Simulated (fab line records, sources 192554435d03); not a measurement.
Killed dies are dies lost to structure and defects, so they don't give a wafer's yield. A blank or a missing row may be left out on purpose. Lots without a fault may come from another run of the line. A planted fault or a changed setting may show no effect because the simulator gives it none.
Chamber matching | flow n5_finfet | N5_MOL_CONTACT_COAG_DESCUM_45 on rie_diel-05: 4 sister chambers
The step chemistry O2, time 7 s. 16 wafers are shown with their chamber, then 8 later ones without.

WAFERS WITH THEIR CHAMBER
wafer  | chamber | showerhead_plenum_p_Torr (Torr) | drypump_motor_current_A (A) | throttle_valve_pct (%)
L074.1 | 3       | 2.06                            | 5.5                         | 20.39
L074.4 | 3       | 2.06                            | 5.5                         | 20.41
L074.6 | 0       | 2.11                            | 5.4                         | 20.12
L076.3 | 3       | 2.06                            | 5.5                         | 20.41
L076.4 | 2       | 2.19                            | 5.6                         | 20.56
L076.6 | 0       | 2.11                            | 5.4                         | 20.13
L080.2 | 0       | 2.11                            | 5.4                         | 20.15
L080.4 | 1       | 2.05                            | 6.2                         | 20.16
L080.5 | 2       | 2.18                            | 5.6                         | 20.58
L082.1 | 1       | 2.05                            | 6.2                         | 20.19
L082.3 | 2       | 2.18                            | 5.6                         | 20.58
L082.4 | 1       | 2.05                            | 6.3                         | 20.18
L085.1 | 1       | 2.05                            | 6.2                         | 20.20
L085.4 | 3       | 2.06                            | 5.6                         | 20.01
L085.6 | 3       | 2.06                            | 5.6                         | 20.02
L087.1 | 0       | 2.10                            | 5.4                         | 20.17

SIGNATURES (means of the wafers above)
reading                  | chamber 0 | chamber 1 | chamber 2 | chamber 3 | scatter within a chamber
showerhead_plenum_p_Torr | 2.1075    | 2.0500    | 2.1833    | 2.0600    | 0.00344
drypump_motor_current_A  | 5.400     | 6.225     | 5.600     | 5.540     | 0.0403
throttle_valve_pct       | 20.1425   | 20.1825   | 20.5733   | 20.2480   | 0.124
Rule: a wafer's distance from a chamber is the root of the sum, over the readings, of the square of ((its reading less the chamber's mean) divided by the reading's scatter). The wafer belongs to the nearest chamber; if the next one is less than 2 further off, it can't be placed. The scatter: the root of (the sum of the squares of (reading less its chamber's mean) over the shown wafers, divided by (wafers less chambers)).

WAFERS WITHOUT THEIR CHAMBER
wafer  | showerhead_plenum_p_Torr (Torr) | drypump_motor_current_A (A) | throttle_valve_pct (%)
L087.2 | 2.18                            | 5.6                         | 20.61
L087.5 | 2.05                            | 6.2                         | 20.19
L090.2 | 2.10                            | 5.3                         | 20.17
L090.4 | 2.18                            | 5.6                         | 20.60
L090.6 | 2.10                            | 5.3                         | 20.18
L091.2 | 2.18                            | 5.6                         | 20.62
L091.5 | 2.10                            | 5.4                         | 20.19
L091.6 | 2.05                            | 6.1                         | 20.21

WHICH CHAMBER EACH WENT THROUGH
wafer  | from the rows above | in truth
L087.2 | 2                   | 2
L087.5 | 1                   | 1
L090.2 | 0                   | 0
L090.4 | 2                   | 2
L090.6 | 0                   | 0
L091.2 | 2                   | 2
L091.5 | 0                   | 0
L091.6 | 1                   | 1
Placed correctly: 8 of 8. Can't be placed from these rows: 0. Placed wrongly: 0.
